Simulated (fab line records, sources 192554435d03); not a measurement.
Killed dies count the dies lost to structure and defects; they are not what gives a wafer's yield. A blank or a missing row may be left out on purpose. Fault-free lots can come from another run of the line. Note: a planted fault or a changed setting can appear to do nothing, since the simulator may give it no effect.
fab line records	flow n5-finfet
record lots=6	wafers=18	last-day=18
route steps=1938 shown BEOL_M15@1796
lots with no fault: from the same line, run without faults
start-h: start of the lot's first displayed wafer, in hours after the record's first day	wait-h: how many hours have passed since the lot's step before this one	" unchanged from the row above	L1.1+2: a row that stands for several wafers	- no value, or no start was given	* or withheld: withheld	< > ~ a bound
route shown NAME@n: NAME is a module with steps in the file, n the number in the route of the first one	usual: mean/standard deviation of fault-free wafers	same: alike in all rows	chamber/n: place in a boat	sites: the reading at each site	_std_site: standard deviation of those values	_edge_site: mean of outer sites minus mean of inner sites	radius-mm: for every site, how far away it sits from the centre of the wafer	mask NAME#n: copy n	behind: the last tool/chamber to shape the wafer	hold: reason for holding the lot/hours on hold/outcome of the hold	device: whichever transistor did not switch (one of n, p or np)	end of line: tests run on the same wafers once the route is complete	a step with no rows: only its recipe	killed: not the wafer's yield, but the dies lost to structure and defects at the first sort	map: a wafer's dies, marking killed ones x, the rest . and places with no die _
set.NAME: the run value of the setting; set.NAME@STEP: its run value at that earlier step	model.NAME: the simulator's own value behind a step, which no gauge read
lots at selected steps of the route; one table per step, one row per wafer
services: the hour from which a tool's chamber was out of use, counted from the record's first day as start-h (under 0 if before that day), plus the number of hours and why
## steps
# step N5_BEOL_M15_COAT_60
# recipe resist=BARC	temp-c=205	time-s=60	spin-rpm=1500	resist-thk-nm=89
# step N5_BEOL_M15_COAT_22
# recipe spin-rpm=1704	resist-thk-nm=800
# step N5_BEOL_M15_EBR_24
# recipe solvent=PGMEA	ebr-width-mm=1.5
# step N5_BEOL_M15_SOFTBAKE_23
# recipe temp-c=130	time-s=60
# step N5_BEOL_M15_EXPOSE_25
# recipe mask-id=M15	na=0.8	source-shape=annular	sigma-inner=0.5	sigma-outer=0.8	polarization=unpolarized	target-cd-nm=400	dose-mj=35.5
# step N5_BEOL_M15_PEB_26
# recipe peb-temp-c=130	peb-time-s=90
# step N5_BEOL_M15_DEVELOP_27
# recipe develop-time-s=45	rinse-liquid=diw	dry=air-spin	dev-temp-c=21
# step N5_BEOL_M15_HARDBAKE_32
# recipe temp-c=130	time-s=120
# step N5_BEOL_M15_CD_MEAS_28
# recipe target-cd-nm=407.6	landing-energy-ev=500	detector=se-inlens
# usual cd-nm=409.5/1.5
# same landing-energy-ev=500
lot.wafer	tool	chamber	start-h	wait-h	cd-nm
L748.1	cd-sem-02	0	279.91	-	411.6
L748.2	"	0	"	"	411.3
L748.3	"	0	"	"	411.4
L751.3	cd-sem-03	0	300.50	-	408.9
L751.4	"	0	"	"	409.5
L751.5	"	0	"	"	409.3
L758.2	cd-sem-03	0	348.30	-	409.5
L758.3	"	0	"	"	409.3
L758.6	"	0	"	"	410.6
L759.1	cd-sem-02	0	360.88	-	410.3
L759.4	"	0	"	"	410.2
L759.5	"	0	"	"	409.5
L764.2	cd-sem-01	0	378.06	-	410.5
L764.3	"	0	"	"	410.9
L764.6	"	0	"	"	408.3
L767.1	cd-sem-02	0	411.98	-	408.4
L767.3	"	0	"	"	407.5
L767.6	"	0	"	"	407.1
# step N5_BEOL_M15_OVL_MEAS_29
# recipe points-per-wafer=44
# usual M15_OVL=1/4.2
lot.wafer	tool	chamber	start-h	wait-h	M15_OVL[nm]
L748.1	overlay-02	0	279.94	0.0	2
L748.2	"	0	"	"	3
L748.3	"	0	"	"	4
L751.3	overlay-02	0	300.52	0.0	-3
L751.4	"	0	"	"	-2
L751.5	"	0	"	"	-5
L758.2	overlay-01	0	348.33	0.0	0
L758.3	"	0	"	"	2
L758.6	"	0	"	"	1
L759.1	overlay-01	0	360.91	0.0	4
L759.4	"	0	"	"	7
L759.5	"	0	"	"	2
L764.2	overlay-01	0	378.09	0.0	5
L764.3	"	0	"	"	5
L764.6	"	0	"	"	4
L767.1	overlay-02	0	412.01	0.0	4
L767.3	"	0	"	"	7
L767.6	"	0	"	"	8
# step N5_BEOL_M15_INSPECT_30
# recipe mode=adi	inspect-instrument=macro
# usual raw-defect-count=2.1/1.4
lot.wafer	tool	chamber	start-h	wait-h	raw-defect-count
L748.1	defect-inspect-01	-	279.96	0.0	1
L748.2	"	-	"	"	1
L748.3	"	-	"	"	4
L751.3	defect-inspect-02	-	300.55	0.0	3
L751.4	"	-	"	"	2
L751.5	"	-	"	"	4
L758.2	defect-inspect-01	-	348.35	0.0	1
L758.3	"	-	"	"	2
L758.6	"	-	"	"	5
L759.1	defect-inspect-01	-	360.94	0.0	3
L759.4	"	-	"	"	2
L759.5	"	-	"	"	1
L764.2	defect-inspect-02	-	378.11	0.0	2
L764.3	"	-	"	"	1
L764.6	"	-	"	"	4
L767.1	defect-inspect-02	-	412.03	0.0	2
L767.3	"	-	"	"	3
L767.6	"	-	"	"	2
# step N5_BEOL_M15_DESCUM_33
# recipe chemistry=O2	time-s=7.9	source-power-w=50	bias-power-w=20	pressure-mtorr=20	rf-frequency-hz=2.712e+07	temp-c=40	o2-flow-sccm=225
# usual drypump-motor-current-A=5.9/0.32	oes-product-au=0.81/0.088	rf-vpp-V=243.3/1.1	showerhead-plenum-p-Torr=2.10/0.043	throttle-valve-pct=20.40/0.26
lot.wafer	tool	chamber	start-h	wait-h	drypump-motor-current-A	oes-product-au	rf-hours-counter-h	rf-vpp-V	showerhead-plenum-p-Torr	throttle-valve-pct
L748.1	rie-diel-01	0	280.00	0.0	6.3	0.92	20	244.1	2.14	20.02
L748.2	"	1	"	"	5.9	0.95	8	242.2	2.05	20.11
L748.3	"	3	"	"	5.8	0.76	146	241.5	2.01	20.72
L751.3	rie-diel-01	0	300.58	0.0	6.3	0.91	28	245.2	2.14	20.04
L751.4	"	0	"	"	6.3	0.91	-	243.2	2.14	20.02
L751.5	"	3	"	"	5.8	0.76	-	240.7	2.00	20.71
L758.2	rie-diel-02	0	348.38	0.0	5.4	0.75	131	242.7	2.09	20.40
L758.3	"	3	"	"	5.7	0.70	196	243.0	2.08	20.27
L758.6	"	3	"	"	5.7	0.69	-	244.3	2.08	20.26
L759.1	rie-diel-02	0	360.97	0.0	5.4	0.75	134	242.6	2.09	20.41
L759.4	"	2	"	"	6.3	0.85	62	243.4	2.12	20.51
L759.5	"	2	"	"	6.3	0.86	-	243.6	2.12	20.52
L764.2	rie-diel-02	3	378.15	0.0	5.6	0.68	205	242.8	2.07	20.27
L764.3	"	2	"	"	6.3	0.85	66	244.6	2.12	20.52
L764.6	"	0	"	"	5.4	0.75	-	244.0	2.09	20.43
L767.1	rie-diel-05	0	412.46	0.4	6.1	0.78	107	244.4	2.11	20.67
L767.3	"	3	"	"	6.0	0.88	29	243.0	2.14	20.16
L767.6	"	1	"	"	5.9	0.80	-	243.4	2.10	20.12
# step N5_BEOL_M15_ETCH_61
# recipe chemistry=N2/H2	target=BARC	target-depth-a=890	overetch-a=267	time-s=67.9	ion-energy-ev=200	pressure-mtorr=30	source-w=840	bias-w=150	n2-flow-sccm=200	h2-flow-sccm=200
# usual bias-w=150.0/0.43	drypump-motor-current-A=5.9/0.32	oes-product-au=0.69/0.073	rf-vpp-V=524.1/1.7	showerhead-plenum-p-Torr=2.55/0.048	throttle-valve-pct=17.84/0.3
lot.wafer	tool	chamber	start-h	wait-h	bias-w	drypump-motor-current-A	oes-product-au	rf-hours-counter-h	rf-vpp-V	showerhead-plenum-p-Torr	throttle-valve-pct
L748.1	rie-diel-01	0	280.03	0.0	149.4	6.3	0.79	20	523.8	2.59	17.39
L748.2	"	1	"	"	149.6	5.9	0.81	8	521.3	2.50	17.50
L748.3	"	3	"	"	149.2	5.8	0.65	146	521.6	2.44	18.20
L751.3	rie-diel-01	0	300.62	0.0	149.8	6.3	0.77	28	528.2	2.59	17.40
L751.4	"	0	"	"	151.0	6.3	0.77	-	524.8	2.59	17.38
L751.5	"	3	"	"	150.3	5.8	0.65	-	521.8	2.44	18.20
L758.2	rie-diel-02	0	348.42	0.0	149.3	5.5	0.64	131	524.6	2.56	17.94
L758.3	"	3	"	"	150.0	5.6	0.61	196	523.9	2.52	17.78
L758.6	"	3	"	"	149.1	5.7	0.61	-	522.9	2.52	17.75
L759.1	rie-diel-02	0	361.01	0.0	141.8	5.4	0.65	134	505.1	2.55	17.92
L759.4	"	2	"	"	150.4	6.3	0.72	62	524.7	2.57	17.84
L759.5	"	2	"	"	150.5	6.3	0.72	-	525.2	2.57	17.85
L764.2	rie-diel-02	3	378.18	0.0	150.2	5.7	0.60	205	522.7	2.52	17.78
L764.3	"	2	"	"	149.7	6.3	0.71	66	523.4	2.57	17.85
L764.6	"	0	"	"	141.0	5.5	0.63	-	505.3	2.55	17.93
L767.1	rie-diel-05	0	412.49	0.0	149.9	6.0	0.69	107	524.8	2.56	18.08
L767.3	"	3	"	"	149.3	6.0	0.75	29	524.6	2.60	17.63
L767.6	"	1	"	"	150.2	5.9	0.69	-	525.2	2.55	17.53
# step N5_BEOL_M15_TRENCH_ETCH_34
# recipe chemistry=C4F8/O2/Ar	target=SiO2	target-depth-a=8729.3	he-inner-torr=15	he-outer-torr=30	time-s=199	ion-energy-ev=800	pressure-mtorr=20	source-w=1905	bias-w=2040	Ar_flow_sccm=400	C4F8_flow_sccm=16	O2_flow_sccm=12
# usual C4F8_flow_sccm=16.00/0.049	bias-w=2040/5.7	drypump-motor-current-A=5.9/0.32	mfc-ar-sccm=399.9/1.1	oes_ar_750_au=0.81/0.086	oes-product-au=0.81/0.088	rf-vpp-V=2226/16	showerhead-plenum-p-Torr=3.45/0.063	throttle-valve-pct=30.89/0.25
lot.wafer	tool	chamber	start-h	wait-h	C4F8_flow_sccm	bias-w	drypump-motor-current-A	mfc-ar-sccm	oes_ar_750_au	oes-product-au	rf-hours-counter-h	rf-vpp-V	showerhead-plenum-p-Torr	throttle-valve-pct
L748.1	rie-diel-01	0	280.08	0.0	15.98	2038	6.3	400.0	0.92	0.93	20	2241	3.50	30.46
L748.2	"	1	"	"	16.02	2043	6.0	399.2	0.94	0.95	8	2204	3.38	30.69
L748.3	"	3	"	"	16.01	2035	5.8	400.2	0.77	0.75	146	2229	3.30	31.16
L751.3	rie-diel-01	0	300.67	0.0	16.01	2040	6.3	398.8	0.90	0.91	28	2240	3.50	30.48
L751.4	"	0	"	"	15.97	2037	6.4	399.2	0.91	0.90	-	2242	3.50	30.47
L751.5	"	3	"	"	16.00	2045	5.8	399.5	0.76	0.76	-	2228	3.30	31.18
L758.2	rie-diel-02	0	348.47	0.0	16.06	2047	5.4	400.1	0.75	0.75	131	2203	3.45	30.92
L758.3	"	3	"	"	16.00	2046	5.6	402.2	0.71	0.70	196	2225	3.42	30.68
L758.6	"	3	"	"	16.03	2040	5.6	400.6	0.70	0.70	-	2225	3.42	30.68
L759.1	rie-diel-02	0	361.06	0.0	15.92	2045	5.4	397.8	0.75	0.75	134	2201	3.45	30.94
L759.4	"	2	"	"	16.02	2046	6.4	399.3	0.85	0.86	62	2224	3.49	31.06
L759.5	"	2	"	"	15.97	2050	6.3	398.4	0.85	0.86	-	2223	3.49	31.06
L764.2	rie-diel-02	3	378.23	0.0	16.03	2034	5.7	399.2	0.70	0.70	205	2226	3.41	30.71
L764.3	"	2	"	"	16.00	2033	6.3	401.7	0.85	0.84	66	2223	3.48	31.08
L764.6	"	0	"	"	16.12	2036	5.4	401.2	0.75	0.74	-	2201	3.44	30.95
L767.1	rie-diel-05	0	412.54	0.0	16.07	2031	6.1	400.0	0.80	0.80	107	2208	3.46	31.16
L767.3	"	3	"	"	16.03	2041	6.0	401.7	0.87	0.87	29	2232	3.51	30.70
L767.6	"	1	"	"	15.91	2036	5.9	402.0	0.81	0.80	-	2219	3.47	30.61
## services
tool	chamber	start-h	hours	kind
rie-diel-02	-	275.29	0.6	repair
rie-diel-05	3	281.88	-	clean
rie-diel-05	3	281.88	-	consumable-replace:focus-ring
rie-diel-05	3	281.88	15.8	scheduled-down
rie-diel-05	3	281.88	15.8	vent-cycle
rie-diel-01	2	290.98	-	clean
rie-diel-01	2	290.98	-	consumable-replace:focus-ring
rie-diel-01	2	290.98	20.7	scheduled-down
rie-diel-01	2	290.98	20.7	vent-cycle
rie-diel-02	-	303.01	0.5	repair
rie-diel-01	0	311.36	5.4	repair
rie-diel-01	-	338.55	0.3	repair
rie-diel-02	2	361.69	4.1	repair
rie-diel-05	-	374.94	0.4	repair
rie-diel-02	3	376.49	1.6	repair
rie-diel-01	1	377.45	5.0	repair
rie-diel-01	3	382.03	6.1	repair
rie-diel-05	-	385.19	14.6	pm
rie-diel-02	3	395.22	12.3	repair
rie-diel-01	2	400.15	2.8	repair
rie-diel-01	-	402.16	1.0	repair
## key
first-sign step=N5_BEOL_M15_ETCH_61	reading=bias-w	direction=down	sigmas=20	usual=*	struck=*
effect step=N5_BEOL_M15_ETCH_61	reading=rf-vpp-V	direction=down	sigmas=11	usual=524.1	struck=505.2
met-at N5_BEOL_M15_ETCH_61
struck-wafers L759.1,L764.6
onset-between 348.42 361.01
fault kind=process-parameter-drift	tool=rie-diel-02	chamber=0	onset-h=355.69	steps=N5_BEOL_M15_ETCH_61	channel=bias-w	offset=*	shape=step	end-h=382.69	acts-in=*	stated=*
